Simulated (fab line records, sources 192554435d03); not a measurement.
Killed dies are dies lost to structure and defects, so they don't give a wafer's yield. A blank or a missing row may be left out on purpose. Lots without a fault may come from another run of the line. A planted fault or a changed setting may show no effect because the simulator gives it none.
Which tool did it? | flow n5_finfet | 12 lots, 33 wafers sampled, at 5 steps of a route of 1938

WHAT THE GAUGES READ, wafer by wafer
The record holds no reading of a measuring or inspecting step that can be judged against a usual standard deviation.

WHICH TOOL RAN EACH LOT (tool, then ch and the chambers of the sampled wafers, then the start)
lot  | N5_BEOL_M5_ANNEAL_49         | N5_BEOL_M5_ANNEAL_89         | N5_BEOL_M5_CO_CAP_78             | N5_BEOL_M6_CURE_74            | N5_PASSIVATION_PROBE_49
L578 | pvd_sputter-02, day 8 05:37  | pvd_sputter-02, day 8 08:53  | cvd_co-01 ch 0,1,2, day 8 10:59  | uv_cure-02 ch 2, day 8 11:30  | -
L580 | pvd_sputter-03, day 8 19:08  | pvd_sputter-03, day 8 22:23  | cvd_co-01 ch 1,2, day 9 00:30    | uv_cure-02 ch 1, day 9 00:58  | -
L579 | pvd_sputter-03, day 9 00:34  | pvd_sputter-03, day 9 03:49  | cvd_co-01 ch 0,1, day 9 05:41    | uv_cure-03 ch 1, day 9 06:05  | -
L581 | pvd_sputter-01, day 9 15:55  | pvd_sputter-01, day 9 19:26  | cvd_co-02 ch 1,2, day 9 21:25    | uv_cure-01 ch 1, day 9 22:06  | -
L584 | pvd_sputter-02, day 10 07:23 | pvd_sputter-02, day 10 10:38 | cvd_co-02 ch 0,1,2, day 10 12:31 | uv_cure-01 ch 1, day 10 12:51 | prober-02, day 14 10:06
L587 | pvd_sputter-01, day 11 01:31 | pvd_sputter-01, day 11 04:47 | cvd_co-01 ch 0,2, day 11 07:03   | uv_cure-02 ch 0, day 11 07:26 | -
L586 | pvd_sputter-02, day 11 13:34 | pvd_sputter-02, day 11 16:50 | cvd_co-01 ch 0,2, day 11 18:47   | uv_cure-02 ch 2, day 11 19:37 | prober-01, day 15 17:38
L590 | pvd_sputter-02, day 12 02:57 | pvd_sputter-02, day 12 07:42 | cvd_co-01 ch 0,1, day 12 09:38   | uv_cure-03 ch 0, day 12 10:08 | prober-01, day 16 00:44
L594 | pvd_sputter-02, day 12 23:32 | pvd_sputter-02, day 13 02:48 | cvd_co-02 ch 0,2, day 13 04:55   | uv_cure-02 ch 0, day 13 05:28 | prober-01, day 17 01:42
L595 | pvd_sputter-03, day 13 04:28 | pvd_sputter-03, day 13 07:43 | cvd_co-02 ch 0,1,2, day 13 09:36 | uv_cure-03 ch 1, day 13 09:55 | -
L599 | pvd_sputter-03, day 14 08:21 | pvd_sputter-03, day 14 11:37 | cvd_co-02 ch 0,1, day 14 13:42   | uv_cure-03 ch 1, day 14 14:10 | -
L601 | pvd_sputter-02, day 14 22:20 | pvd_sputter-02, day 15 01:36 | cvd_co-01 ch 0,2, day 15 03:30   | uv_cure-03 ch 0, day 15 03:56 | -
- N5_BEOL_M5_ANNEAL_49: time 1800 s.
- N5_BEOL_M5_ANNEAL_89: time 1800 s.
- N5_BEOL_M5_CO_CAP_78: material Co, precursor CCTBA/H2, target thk 2 nm, time 102.1 s.
- N5_BEOL_M6_CURE_74: cures SiCOH lowk, time 240 s.
- N5_PASSIVATION_PROBE_49

WHAT THE TOOLS THEMSELVES READ (means of the sampled wafers that have a number; where no wafer has one, the mark that the record gives instead)
N5_BEOL_M5_ANNEAL_49. Usual: heater_power_w 809 W, standard deviation 73.
lot  | tool           | heater_power_w (W) | flag
L578 | pvd_sputter-02 | 802                |
L580 | pvd_sputter-03 | 761                |
L579 | pvd_sputter-03 | 844                |
L581 | pvd_sputter-01 | 763                |
L584 | pvd_sputter-02 | 782                |
L587 | pvd_sputter-01 | 871                |
L586 | pvd_sputter-02 | 854                |
L590 | pvd_sputter-02 | 806                |
L594 | pvd_sputter-02 | 797                |
L595 | pvd_sputter-03 | 761                |
L599 | pvd_sputter-03 | 733                |
L601 | pvd_sputter-02 | 833                |

N5_BEOL_M5_ANNEAL_89. Usual: heater_power_w 809 W, standard deviation 74.
lot  | tool           | heater_power_w (W) | flag
L578 | pvd_sputter-02 | 809                |
L580 | pvd_sputter-03 | 760                |
L579 | pvd_sputter-03 | 841                |
L581 | pvd_sputter-01 | 779                |
L584 | pvd_sputter-02 | 783                |
L587 | pvd_sputter-01 | 864                |
L586 | pvd_sputter-02 | 874                |
L590 | pvd_sputter-02 | 818                |
L594 | pvd_sputter-02 | 792                |
L595 | pvd_sputter-03 | 758                |
L599 | pvd_sputter-03 | 722                |
L601 | pvd_sputter-02 | 832                |

N5_BEOL_M5_CO_CAP_78. Usual: heater_power_w 218 W, standard deviation 21; run_length_s 125.0 s, standard deviation 0.74.
lot  | tool      | heater_power_w (W) | run_length_s (s) | flag
L578 | cvd_co-01 | 212                | 125.0            |
L580 | cvd_co-01 | 199                | 125.6            |
L579 | cvd_co-01 | 215                | 124.9            |
L581 | cvd_co-02 | 234                | 125.3            |
L584 | cvd_co-02 | 228                | 125.1            |
L587 | cvd_co-01 | 212                | 102.8            | OFF
L586 | cvd_co-01 | 216                | 81.3             | OFF
L590 | cvd_co-01 | 218                | 81.0             | OFF
L594 | cvd_co-02 | 237                | 124.4            |
L595 | cvd_co-02 | 225                | 125.4            |
L599 | cvd_co-02 | 201                | 125.5            |
L601 | cvd_co-01 | 225                | 124.2            |

N5_BEOL_M6_CURE_74. Usual: lamp_power_pct 52.31 %, standard deviation 0.053; wafer_temp_C_max 386.7, standard deviation 0.49.
lot  | tool       | lamp_power_pct (%) | wafer_temp_C_max | flag
L578 | uv_cure-02 | 52.29              | 386.6            |
L580 | uv_cure-02 | 52.33              | 386.5            |
L579 | uv_cure-03 | 52.39              | 386.3            |
L581 | uv_cure-01 | 52.32              | 387.3            |
L584 | uv_cure-01 | 52.34              | 387.6            |
L587 | uv_cure-02 | 52.28              | 386.9            |
L586 | uv_cure-02 | 52.24              | 386.9            |
L590 | uv_cure-03 | 52.34              | 386.1            |
L594 | uv_cure-02 | 52.31              | 387.1            |
L595 | uv_cure-03 | 52.29              | 386.4            |
L599 | uv_cure-03 | 52.32              | 386.6            |
L601 | uv_cure-03 | 52.31              | 386.6            |

N5_PASSIVATION_PROBE_49. Usual: defect_limited_yield 91.3 %, standard deviation 1.5; killed_at_M0_to_M3 34, standard deviation 10; killed_at_M4_up 13, standard deviation 4.9; killed_at_contacts 13, standard deviation 6.1; killed_at_front_end 39, standard deviation 13; killed_at_other 4.1, standard deviation 2.7; killed_dies 103, standard deviation 18; killed_open 68, standard deviation 13; killed_short 32, standard deviation 7.6; sort_bin_5_function 5.2 %, standard deviation 1; sort_bin_6_memory 3.2 %, standard deviation 0.75; sort_n_pass 1077, standard deviation 18; sort_yield_pct 91.3 %, standard deviation 1.5.
lot  | tool      | defect_limited_yield (%) | killed_at_M0_to_M3 | killed_at_M4_up | killed_at_contacts | killed_at_front_end | killed_at_other | killed_dies | killed_open | killed_short | sort_bin_5_function (%) | sort_bin_6_memory (%) | sort_n_pass | sort_yield_pct (%) | flag
L584 | prober-02 | 90.4                     | 52                 | 17              | 14                 | 28                  | 2.3             | 114         | 69          | 40           | 5.3                     | 4.0                   | 1066        | 90.4               |
L586 | prober-01 | 91.9                     | 36                 | 10              | 8                  | 36                  | 5.0             | 96          | 62          | 30           | 4.8                     | 3.0                   | 1084        | 91.9               |
L590 | prober-01 | 90.6                     | 36                 | 10              | 28                 | 36                  | 1.5             | 111         | 77          | 32           | 5.3                     | 3.7                   | 1069        | 90.6               |
L594 | prober-01 | 93.2                     | 21                 | 17              | 8                  | 30                  | 3.3             | 80          | 49          | 30           | 4.0                     | 2.5                   | 1100        | 93.2               |

THE ANSWER, worked out from the rows above alone
Rule: a lot is off if the mean of its wafers that have a number lies more than 3 standard deviations from the usual mean. A lot without any number at a reading at which 4 lots or more have one is off too. The other lots that the step has rows for count as sound. The gauges are gone through in route order, then the tools' own readings, and for those a lot's mean is taken as printed above. The first step at which some lot is off is used, and at that step the reading that is off furthest; a lot without a number counts as furthest.
Off: L587, L586, L590, at N5_BEOL_M5_CO_CAP_78 (run_length_s).
A tool fits if, at that step or a process step before it, it ran every lot that is off, and no sound lot after the first of them. None of those tried fits.

WHAT THE SIMULATOR HAD PUT IN
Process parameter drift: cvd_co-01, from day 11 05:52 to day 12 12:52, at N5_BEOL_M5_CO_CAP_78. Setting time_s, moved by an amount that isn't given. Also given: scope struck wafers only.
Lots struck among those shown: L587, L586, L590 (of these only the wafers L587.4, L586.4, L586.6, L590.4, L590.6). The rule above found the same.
